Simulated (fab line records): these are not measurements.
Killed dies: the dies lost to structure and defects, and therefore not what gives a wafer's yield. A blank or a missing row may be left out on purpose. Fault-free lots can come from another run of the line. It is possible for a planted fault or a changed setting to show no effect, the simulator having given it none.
Chamber matching    flow n5Finfet    pecvd-01 running N5_PASSIVATION_PECVD_00: 3 sister chambers
The step deposits SiO2 from SiH4/N2O, target thk 200 nm, time 11.2 s. 3 wafers are shown with their chamber, then 9 later ones without.

== WAFERS WITH THEIR CHAMBER ==
wafer   chamber  throttleValvePct (%)
L082.2  2        50.6
L081.6  0        49.0
L091.6  1        50.9

== WAFERS WITHOUT THEIR CHAMBER ==
wafer   throttleValvePct (%)
L092.2  51.0
L092.4  51.1
L092.6  51.1
L093.2  51.3
L093.3  51.0
L093.5  51.1
L096.2  51.4
L096.4  49.0
L096.6  51.1

== WHICH CHAMBER EACH WENT THROUGH ==
wafer   from the rows above      in truth
L092.2  can't be placed: 1 or 2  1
L092.4  can't be placed: 1 or 2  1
L092.6  can't be placed: 1 or 2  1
L093.2  can't be placed: 1 or 2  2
L093.3  can't be placed: 1 or 2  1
L093.5  can't be placed: 1 or 2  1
L096.2  can't be placed: 1 or 2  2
L096.4  0                        0
L096.6  can't be placed: 1 or 2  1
Correct placement for 1 of the 9. Can't be placed from these rows: 8 (the true chamber is among the candidates in 8). Number placed wrongly: 0.
How it was worked out, from the rows above alone: a wafer's distance from a chamber is the root of the sum, over the readings, of the square of ((its reading less the chamber's mean) divided by the reading's scatter). If the next closest chamber is less than 2 further off than the closest, the wafer can't be placed; otherwise it belongs to the closest. The mean given for a chamber averages the wafers shown for that chamber. The scatter (one wafer shown for each chamber): square how far every hidden wafer sits from the nearest shown wafer, average those squares and take the square root.
